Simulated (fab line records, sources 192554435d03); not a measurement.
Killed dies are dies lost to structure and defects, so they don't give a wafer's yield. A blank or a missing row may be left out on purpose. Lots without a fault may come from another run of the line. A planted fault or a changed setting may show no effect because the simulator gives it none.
fab line records | flow n5_finfet
record lots=8 wafers=24 last_day=18
route steps=1938 shown BEOL_M1@774 BEOL_M4@1111 PASSIVATION@1936
lots that met no fault: from a run of the same line without faults
start_h: hours from the record's first day to the start of the lot's first wafer shown | wait_h: hours since the lot's step before | " the same as in the row above | L1.1+2: a row that stands for several wafers | - no value, or no start given | * or withheld: withheld | < > ~ a bound
route shown NAME@n: a module of which the file shows steps, and the number in the route of the first | usual: mean/standard deviation of fault-free wafers | same: alike in all rows | chamber/n: place in a boat | sites: the reading at each site | _std_site: their standard deviation | _edge_site: outer sites' mean less inner sites' | radius_mm: how far each site lies from the wafer's centre | mask NAME#n: copy n | behind: the tool/chamber that last shaped the wafer | hold: why the lot was held/for how many hours/how that ended | device: the transistor (n, p or np) that didn't switch | end of line: the same wafers' tests at the end of the route | a step without rows: its recipe alone | killed: dies lost to structure and defects at the first sort, not the wafer's yield | map: a wafer's dies, x killed, . not, _ none there
set.NAME: the setting as run; set.NAME@STEP: as run at that earlier step | model.NAME: the simulator's own value behind a step, which no gauge read
steps of the route over a sample of lots; a table a step, a row a wafer
services: from which hour (start_h, from the record's first day; less than 0 if before it) a tool's chamber was out of use, for how many hours, and why
## steps
# step N5_BEOL_M1_HM_OPEN_17
# recipe chemistry=Cl2/BCl3 target_depth_a=200 overetch_a=60 target=TiN mask_material=SOC ion_energy_ev=150 pressure_mtorr=10 icp_w=1000 bias_w=126 Cl2_flow_sccm=53.25 bcl3_flow_sccm=21.75 Ar_flow_sccm=25
# usual chamber_pressure_mTorr=10.000/0.0093 drypump_motor_current_A=5.7/0.72 oes_product_au=0.65/0.1 throttle_valve_pct=22.12/0.28
# columns lot.wafer tool chamber start_h wait_h chamber_pressure_mTorr drypump_motor_current_A oes_product_au rf_hours_counter_h throttle_valve_pct
L531.3 rie_metal-01 0 121.32 0.1 10.017 5.1 0.54 - 22.47
L531.4 " 1 " " 10.002 6.5 0.69 - 22.32
L531.6 " 1 " " 9.991 6.5 0.69 - 22.30
L530.2 rie_metal-03 1 124.32 0.0 9.999 6.8 0.67 39 22.06
L530.5 " 1 " " 9.994 6.8 0.69 - 22.06
L530.6 " 0 " " 9.991 5.1 0.56 - 21.85
L536.3 rie_metal-01 0 154.43 0.1 9.989 5.1 0.54 - 22.50
L536.4 " 1 " " 10.016 6.5 0.67 - 22.33
L536.6 " 0 " " 9.989 5.1 0.53 - 22.50
L541.1 rie_metal-02 0 199.46 0.0 10.008 5.5 0.51 128 21.95
L541.3 " 1 " " 10.008 5.2 0.79 - 21.73
L541.4 " 0 " " 10.011 5.4 0.51 - 21.95
L548.4 rie_metal-03 1 233.32 0.1 10.004 6.8 0.66 - 22.07
L548.5 " 0 " " 10.008 5.0 0.54 - 21.87
L548.6 " 1 " " 10.004 6.8 0.66 - 22.09
L549.1 rie_metal-02 1 242.25 0.0 9.995 5.1 0.76 12 21.76
L549.2 " 0 " " 9.991 5.5 0.84 1 21.78
L549.6 " 0 " " 10.016 5.4 0.84 - 21.78
L550.1 rie_metal-03 1 246.75 0.0 9.993 6.8 0.66 49 22.09
L550.4 " 0 " " 10.005 5.1 0.55 - 21.86
L550.5 " 1 " " 9.994 6.8 0.66 - 22.08
L553.2 rie_metal-01 1 264.90 0.1 10.007 6.5 0.64 - 22.38
L553.3 " 1 " " 9.986 6.6 0.64 - 22.37
L553.5 " 1 " " 9.991 6.5 0.65 - 22.37
# step N5_BEOL_M1_VIA_ETCH_34
# recipe chemistry=C4F6/O2 target_depth_a=678 mask_material=SOC pressure_mtorr=15 ion_energy_ev=250 taper_deg=4 time_s=64.4 source_w=350 bias_w=170 Ar_flow_sccm=300 C4F6_flow_sccm=10 O2_flow_sccm=10
# usual C4F6_flow_sccm=10.00/0.032 O2_flow_sccm=10.00/0.033 chamber_pressure_mTorr=14.999/0.013 drypump_motor_current_A=5.7/0.43 oes_f_703_au=0.76/0.086 oes_product_au=0.76/0.098 rf_vpp_V=663/15 showerhead_plenum_p_Torr=2.81/0.095 throttle_valve_pct=30.60/0.26 time_s=64.4/0
# columns lot.wafer tool chamber start_h wait_h C4F6_flow_sccm O2_flow_sccm chamber_pressure_mTorr drypump_motor_current_A oes_f_703_au oes_product_au rf_hours_counter_h rf_vpp_V showerhead_plenum_p_Torr throttle_valve_pct time_s
L531.3 rie_diel-03 2 125.41 0.0 10.03 10.02 15.000 5.0 0.68 0.68 244 692 2.89 30.43 64.4
L531.4 " 3 " " 9.98 10.06 15.008 5.7 0.70 0.69 219 646 2.82 30.85 64.4
L531.6 " 3 " " 10.03 10.02 14.989 5.7 0.70 0.68 - 646 2.82 30.86 64.4
L530.2 rie_diel-03 3 126.87 0.0 9.97 9.97 14.997 5.7 0.69 0.69 220 646 2.82 30.85 64.4
L530.5 " 3 " " 9.96 10.01 14.988 5.7 0.70 0.68 - 646 2.82 30.85 64.4
L530.6 " 0 " " 9.99 10.04 14.999 6.0 0.70 0.68 - 653 2.79 30.23 64.4
L536.3 rie_diel-03 0 158.85 0.0 9.98 9.92 14.989 6.0 0.70 0.68 232 654 2.79 30.24 64.4
L536.4 " 1 " " 10.04 10.03 15.003 6.3 0.71 0.69 - 676 2.92 31.03 64.4
L536.6 " 3 " " 9.99 9.97 14.990 5.7 0.69 0.68 - 645 2.82 30.87 64.4
L541.1 rie_diel-04 1 202.33 0.0 9.97 10.03 15.008 5.7 0.77 0.75 146 652 2.62 30.48 64.4
L541.3 " 2 " " 9.98 9.99 15.010 6.2 0.85 0.87 53 670 2.91 30.52 64.4
L541.4 " 3 " " 10.03 10.04 14.989 5.2 0.72 0.69 210 652 2.71 30.57 64.4
L548.4 rie_diel-03 2 237.05 0.0 - - - - - - - - - - -
L548.5 " 1 " " - - - - - - - - - - -
L548.6 " 3 " " - - - - - - - - - - -
L549.1 rie_diel-03 1 245.53 0.0 - - - - - - - - - - -
L549.2 " 2 " " - - - - - - - - - - -
L549.6 " 1 " " - - - - - - - - - - -
L550.1 rie_diel-04 1 249.88 0.0 - - - - - - - - - - -
L550.4 " 2 " " - - - - - - - - - - -
L550.5 " 1 " " - - - - - - - - - - -
L553.2 rie_diel-04 3 269.13 0.0 9.96 10.00 15.014 5.1 0.71 0.67 233 653 2.70 30.58 64.4
L553.3 " 1 " " 10.00 9.94 15.006 5.7 0.75 0.74 169 652 2.61 30.50 64.4
L553.5 " 2 " " 10.00 10.03 14.982 6.2 0.82 0.83 - 670 2.90 30.53 64.4
# step N5_BEOL_M1_STRIP_36
# recipe chemistry=N2/H2 power_w=450 temp_c=40 pressure_mtorr=20 rf_frequency_hz=6e+07 overash_fraction=0.3 bias_power_w=7 h2_frac=0.5 n2_flow_sccm=200 h2_flow_sccm=200
# usual chamber_pressure_mTorr=20.00/0.032 drypump_motor_current_A=5.7/0.43 oes_product_au=0.76/0.1 power_w=449.9/1.2 rf_vpp_V=59.1/1.4 showerhead_plenum_p_Torr=2.51/0.089 throttle_valve_pct=23.5/0.33
# columns lot.wafer tool chamber start_h wait_h chamber_pressure_mTorr drypump_motor_current_A oes_product_au power_w rf_hours_counter_h rf_vpp_V showerhead_plenum_p_Torr throttle_valve_pct
L531.3 rie_diel-03 2 125.47 0.0 20.02 5.1 0.69 449.2 244 60.3 2.61 23.5
L531.4 " 3 " " 19.96 5.7 0.69 449.7 219 58.3 2.53 23.9
L531.6 " 3 " " 19.98 5.7 0.69 449.2 - 58.7 2.53 23.9
L530.2 rie_diel-03 3 126.93 0.0 20.06 5.7 0.69 450.1 220 57.4 2.53 23.9
L530.5 " 3 " " 20.06 5.7 0.69 448.2 - 58.3 2.53 23.9
L530.6 " 0 " " 20.03 6.1 0.68 449.3 - 58.3 2.50 23.2
L536.3 rie_diel-03 0 158.91 0.0 19.97 6.0 0.68 448.8 233 58.9 2.49 23.2
L536.4 " 1 " " 20.01 6.3 0.69 450.7 - 60.0 2.60 24.0
L536.6 " 3 " " 20.02 5.7 0.68 449.7 - 57.8 2.52 23.9
L541.1 rie_diel-04 1 202.39 0.0 19.99 5.7 0.76 451.3 146 56.5 2.33 23.3
L541.3 " 2 " " 20.01 6.2 0.88 451.5 53 60.4 2.57 23.2
L541.4 " 3 " " 20.02 5.2 0.69 448.2 210 56.8 2.41 23.3
L548.4 rie_diel-03 2 237.10 0.0 20.01 5.0 0.92 449.0 - 60.6 2.60 23.2
L548.5 " 1 " " 19.99 6.3 0.97 449.9 - 60.7 2.60 23.9
L548.6 " 3 " " 19.99 5.7 0.67 451.1 - 60.0 2.51 24.0
L549.1 rie_diel-03 1 245.59 0.0 19.98 6.3 0.94 449.4 5 56.9 2.60 23.9
L549.2 " 2 " " 19.97 5.1 0.90 448.5 27 59.0 2.60 23.3
L549.6 " 1 " " 20.06 6.3 0.94 451.1 - 61.3 2.60 23.9
L550.1 rie_diel-04 1 249.94 0.0 20.09 5.6 0.74 449.8 162 59.4 2.32 23.3
L550.4 " 2 " " 19.99 6.2 0.85 449.4 - 61.6 2.57 23.2
L550.5 " 1 " " 20.06 5.6 0.75 447.4 - 60.4 2.32 23.3
L553.2 rie_diel-04 3 269.19 0.0 20.00 5.2 0.68 450.4 233 58.1 2.40 23.3
L553.3 " 1 " " 20.00 5.7 0.73 450.2 169 60.0 2.32 23.3
L553.5 " 2 " " 20.03 6.2 0.83 450.9 - 60.1 2.56 23.2
# step N5_BEOL_M1_ETCH_41
# recipe chemistry=CH3F/O2 target=SiCN target_depth_a=319 taper_deg=2 time_s=57.8 ion_energy_ev=120 mask_material=TiN pressure_mtorr=30 source_w=395 bias_w=75 Ar_flow_sccm=150 CH3F_flow_sccm=30 O2_flow_sccm=20
# usual CH3F_flow_sccm=29.99/0.096 O2_flow_sccm=20.00/0.059 chamber_pressure_mTorr=30.003/0.028 drypump_motor_current_A=5.7/0.43 oes_product_au=0.76/0.098 rf_vpp_V=296.7/1.5 showerhead_plenum_p_Torr=1.98/0.07 throttle_valve_pct=16.25/0.25
# same time_s=57.8
# columns lot.wafer tool chamber start_h wait_h CH3F_flow_sccm O2_flow_sccm chamber_pressure_mTorr drypump_motor_current_A oes_product_au rf_hours_counter_h rf_vpp_V showerhead_plenum_p_Torr throttle_valve_pct
L531.3 rie_diel-03 2 - - 30.11 20.03 30.039 5.0 0.69 244 297.9 2.04 16.31
L531.4 " 3 " " 29.94 19.99 30.004 5.7 0.69 219 297.3 1.99 16.49
L531.6 " 3 " " 29.90 20.02 30.010 5.7 0.69 - 296.1 1.99 16.50
L530.2 rie_diel-03 3 - - 30.11 20.02 29.958 5.7 0.69 220 296.4 1.99 16.51
L530.5 " 3 " " 30.05 20.04 30.036 5.7 0.69 - 297.0 1.99 16.51
L530.6 " 0 " " 29.92 20.04 29.986 6.1 0.69 - 296.6 1.96 16.12
L536.3 rie_diel-03 0 - - 29.94 19.96 30.045 6.1 0.68 233 295.2 1.96 16.14
L536.4 " 1 " " 30.05 19.98 29.986 6.3 0.69 - 298.5 2.06 16.72
L536.6 " 3 " " 30.09 19.98 29.999 5.7 0.67 - 297.2 1.98 16.51
L541.1 rie_diel-04 1 - - 30.02 20.06 30.021 5.7 0.75 146 293.2 1.84 16.10
L541.3 " 2 " " 30.01 19.98 30.041 6.2 0.87 54 297.8 2.05 15.91
L541.4 " 3 " " 30.14 19.95 30.001 5.2 0.69 210 295.0 1.90 16.29
L548.4 rie_diel-03 2 - - 30.12 19.92 29.976 5.0 0.91 - 296.9 2.03 15.90
L548.5 " 1 " " 29.88 19.99 29.978 6.2 0.97 - 297.7 2.05 16.32
L548.6 " 3 " " 30.00 19.96 30.007 5.7 0.66 - 297.4 1.97 16.57
L549.1 rie_diel-03 1 - - 29.90 20.02 30.031 6.3 0.95 5 298.5 2.05 16.33
L549.2 " 2 " " 29.95 20.05 29.915 5.0 0.92 27 298.6 2.03 15.90
L549.6 " 1 " " 29.96 20.08 30.014 6.3 0.95 - 298.4 2.05 16.33
L550.1 rie_diel-04 1 - - 30.05 20.00 29.982 5.7 0.74 162 295.2 1.83 16.13
L550.4 " 2 " " 30.00 19.95 30.047 6.2 0.85 - 296.5 2.04 15.94
L550.5 " 1 " " 29.96 20.02 30.015 5.8 0.74 - 293.7 1.83 16.13
L553.2 rie_diel-04 3 - - 30.13 20.03 29.982 5.1 0.67 233 294.6 1.90 16.31
L553.3 " 1 " " 29.95 19.95 29.958 5.6 0.74 169 294.8 1.83 16.14
L553.5 " 2 " " 30.09 20.05 29.990 6.2 0.84 - 297.3 2.04 15.96
# step N5_BEOL_M4_RC_MEAS_101
# usual DIBL_N=36.5/1.4 DIBL_P=36.6/1.9 IOFF_N=0.167/0.029 IOFF_P=0.21/0.033 ION_N=674/12 ION_P=460/8.9 SS_N=71.6/0.57 SS_P=73.4/0.61 VT_N=249/3.3 VT_P=-250/3.3
# columns lot.wafer tool chamber start_h wait_h DIBL_N[mV/V] DIBL_P[mV/V] IOFF_N[nA/um] IOFF_P[nA/um] ION_N[uA/um] ION_P[uA/um] SS_N[mV/dec] SS_P[mV/dec] VT_N[mV] VT_P[mV]
L531.3 prober-01 0 164.05 0.9 34.9 35.9 0.152 0.17 682 454 71.5 73.3 250 -254
L531.4 " 0 " " 34.5 35.7 0.133 0.18 660 449 71.4 73.7 251 -253
L531.6 " 0 " " 37.4 37.8 0.186 0.20 670 453 72.5 73.2 244 -253
L530.2 prober-01 0 178.16 0.2 33.5 31.3 0.126 0.18 677 470 70.3 72.9 250 -249
L530.5 " 0 " " 36.6 35.8 0.180 0.25 694 480 71.8 73.1 245 -247
L530.6 " 0 " " 33.2 31.9 0.119 0.18 671 460 70.9 72.5 252 -250
L536.3 prober-01 0 204.07 0.3 37.1 38.5 0.212 0.25 682 468 72.3 73.9 246 -248
L536.4 " 0 " " 35.5 35.8 0.180 0.21 694 470 72.4 72.8 246 -249
L536.6 " 0 " " 35.7 36.4 0.170 0.21 678 462 72.6 73.1 248 -249
L541.1 prober-01 0 233.39 0.0 37.6 37.8 0.174 0.24 669 461 71.9 73.7 250 -250
L541.3 " 0 " " 36.9 38.0 0.172 0.26 694 477 71.3 73.5 248 -247
L541.4 " 0 " " 36.2 36.3 0.153 0.22 684 468 71.9 73.2 249 -247
L553.2 prober-01 0 308.71 0.2 35.2 34.8 0.133 0.19 649 452 72.1 72.1 252 -252
L553.3 " 0 " " 35.4 35.0 0.141 0.20 670 462 71.4 72.8 250 -251
L553.5 " 0 " " 36.6 36.5 0.165 0.21 663 447 72.4 71.9 249 -251
# step N5_PASSIVATION_PROBE_49
# usual defect_limited_yield=91.2/1.6 killed_at_M0_to_M3=34/11 killed_at_M4_up=14/5.7 killed_at_contacts=14/6.6 killed_at_front_end=37/10 killed_at_other=4/3.2 killed_dies=104/19 killed_on_rim=14/4.1 killed_open=69/13 killed_short=33/8.7 sort_bin_5_function=5.1/1 sort_bin_6_memory=3.3/0.76 sort_bin_8_speed=0.00/0.016 sort_n_pass=1076/19 sort_yield_pct=91.2/1.6
# same gross_dies=1180 killed_at_back_side=0 sort_bin_4_leakage[%]=0
# columns lot.wafer tool chamber start_h wait_h defect_limited_yield[%] killed_at_M0_to_M3 killed_at_M4_up killed_at_contacts killed_at_front_end killed_at_other killed_dies killed_on_rim killed_open killed_short sort_bin_5_function[%] sort_bin_6_memory[%] sort_bin_8_speed[%] sort_n_pass sort_yield_pct[%]
L549.1 prober-01 - 390.01 0.0 0 1108 10 22 39 1 1180 152 73 32 96.7 3.1 0 0 0
L549.2 prober-01 - 390.06 0.1 0 1098 15 29 38 0 1180 152 76 45 95.8 3.7 0 0 0
L549.6 prober-01 - 390.26 0.3 0 1093 22 34 28 3 1180 152 81 19 95.5 4.3 0 0 0
L550.1 prober-02 - 390.70 0.0 0 1108 22 11 33 6 1180 152 64 27 97.2 2.5 0 0 0
L550.4 prober-02 - 390.85 0.2 0 1097 24 25 27 7 1180 152 75 27 96.5 2.9 0 0 0
L550.5 prober-02 - 390.90 0.2 0 1130 13 11 24 2 1180 152 39 26 98.1 1.6 0 0 0
L548.4 prober-01 - 395.88 0.2 0 1118 12 7 35 8 1180 152 50 29 96.9 3.0 0 0 0
L548.5 prober-01 - 395.93 0.2 0 1106 11 12 44 7 1180 152 71 39 95.7 4.0 0 0 0
L548.6 prober-01 - 395.98 0.3 0 1120 6 10 39 5 1180 152 73 31 96.4 3.5 0 0 0
# killed by level:class
L549.1 BEOL_M1:area_etch=1073 MOL_CONTACT_COAG:geometric_particle:open=20 STI_FIN_REVEAL:geometric_particle:open=9 BEOL_M0_SAQP:geometric_particle:open=8 BEOL_M0_SAQP:geometric_particle:short=7 DUMMY_GATE:geometric_particle:open=6 BEOL_M2:geometric_particle:short=5 BEOL_M3:geometric_particle:open=5
L549.2 BEOL_M1:area_etch=1058 MOL_CONTACT_COAG:geometric_particle:open=22 STI_FIN_REVEAL:geometric_particle:open=11 BEOL_M0_SAQP:geometric_particle:short=9 MOL_CONTACT_COAG:geometric_particle:short=7 BEOL_M3:geometric_particle:open=7 BEOL_M4:geometric_particle:open=7 BEOL_M1:geometric_particle:short=5
L549.6 BEOL_M1:area_etch=1078 MOL_CONTACT_COAG:geometric_particle:open=32 STI_FIN_REVEAL:geometric_particle:open=9 BEOL_M4:geometric_particle:open=7 FIN_SAQP:geometric_particle:open=6 BEOL_M8:geometric_particle:open=5 BEOL_M2:geometric_particle:open=4 DUMMY_GATE:geometric_particle:open=3
L550.1 BEOL_M1:area_etch=1088 BEOL_M4:geometric_particle:open=14 STI_FIN_REVEAL:geometric_particle:open=10 MOL_CONTACT_COAG:geometric_particle:open=9 FIN_SAQP:geometric_particle:open=6 FIN_SAQP:geometric_particle:short=5 BEOL_M2:geometric_particle:open=5 BEOL_M4:geometric_particle:short=5
L550.4 BEOL_M1:area_etch=1077 MOL_CONTACT_COAG:geometric_particle:open=18 BEOL_M4:geometric_particle:open=15 BEOL_M1:geometric_particle:open=9 GATE_CUT:geometric_particle:short=7 MOL_CONTACT_COAG:geometric_particle:short=7 STI_FIN_REVEAL:geometric_particle:open=6 FIN_SAQP:geometric_particle:open=4
L550.5 BEOL_M1:area_etch=1115 MOL_CONTACT_COAG:geometric_particle:open=8 BEOL_M0_SAQP:geometric_particle:short=5 BEOL_M4:geometric_particle:open=5 STI_FIN_REVEAL:geometric_particle:open=4 GATE_CUT:geometric_particle:short=4 BEOL_M6:geometric_particle:open=4 FIN_SAQP:geometric_particle:open=3
L548.4 BEOL_M1:area_etch=1099 FIN_SAQP:geometric_particle:open=11 BEOL_M0_SAQP:geometric_particle:open=7 FIN_SAQP:geometric_particle:short=6 GATE_CUT:geometric_particle:short=6 BEOL_M0_SAQP:geometric_particle:short=6 MOL_CONTACT_COAG:geometric_particle:open=5 BEOL_M4:geometric_particle:open=5
L548.5 BEOL_M1:area_etch=1070 FIN_SAQP:geometric_particle:open=12 MOL_CONTACT_COAG:geometric_particle:open=10 FIN_SAQP:geometric_particle:short=8 BEOL_M3:geometric_particle:open=8 BEOL_M1:geometric_particle:open=7 BEOL_M2:geometric_particle:open=7 GATE_CUT:geometric_particle:short=6
L548.6 BEOL_M1:area_etch=1075 BEOL_M3:geometric_particle:open=21 GATE_CUT:geometric_particle:short=9 FIN_SAQP:geometric_particle:open=8 MOL_CONTACT_COAG:geometric_particle:open=8 BEOL_M0_SAQP:geometric_particle:open=8 STI_FIN_REVEAL:geometric_particle:open=7 DUMMY_GATE:geometric_particle:open=4
## services
# columns tool chamber start_h hours kind
rie_metal-01 - 117.70 2.8 pm
rie_diel-04 1 136.39 8.7 repair
rie_diel-03 2 142.38 - clean
rie_diel-03 2 142.38 - consumable_replace:focus_ring
rie_diel-03 2 142.38 20.4 scheduled_down
rie_diel-03 2 142.38 20.4 vent_cycle
rie_metal-03 - 150.55 2.5 repair
rie_metal-03 1 166.83 4.3 repair
rie_diel-04 3 198.65 1.7 repair
rie_diel-03 1 213.86 - clean
rie_diel-03 1 213.86 - consumable_replace:focus_ring
rie_diel-03 1 213.86 20.2 scheduled_down
rie_diel-03 1 213.86 20.2 vent_cycle
rie_diel-03 0 234.11 - clean
rie_diel-03 0 234.11 - consumable_replace:focus_ring
rie_diel-03 0 234.11 26.9 scheduled_down
rie_diel-03 0 234.11 26.9 vent_cycle
rie_diel-04 0 235.68 - clean
rie_diel-04 0 235.68 - consumable_replace:focus_ring
rie_diel-04 - 237.68 2.8 pm
rie_diel-03 3 261.00 - clean
rie_diel-03 3 261.00 - consumable_replace:focus_ring
rie_diel-03 3 261.00 17.3 scheduled_down
rie_diel-03 3 261.00 17.3 vent_cycle
## key
first_sign step=N5_BEOL_M1_VIA_ETCH_34 reading=tool_record direction=missing
effect step=N5_PASSIVATION_PROBE_49 reading=killed_at_M0_to_M3 direction=up sigmas=99 usual=34 struck=1109
more_kills_born_at N5_BEOL_M1_VIA_ETCH_34@rie_diel-03=6453 N5_BEOL_M1_VIA_ETCH_34@rie_diel-04=3280
met_at N5_BEOL_M1_VIA_ETCH_34
struck_lots L548,L549,L550
later_rows_left_out L548.4,L548.5,L548.6,L549.1,L549.2,L549.6,L550.1,L550.4,L550.5
not_acting_at N5_BEOL_M1_HM_OPEN_17,N5_BEOL_M1_STRIP_36,N5_BEOL_M1_ETCH_41
onset_between 202.33 237.05
fault kind=skipped_step_whole tool=rie_diel-03,rie_diel-04 chamber=- onset_h=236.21 steps=N5_BEOL_M1_VIA_ETCH_34 scope=struck_lots_only
# later_rows_left_out: the simulator's readings of these wafers behind a module that went badly wrong aren't trusted and aren't shown, but for the sort
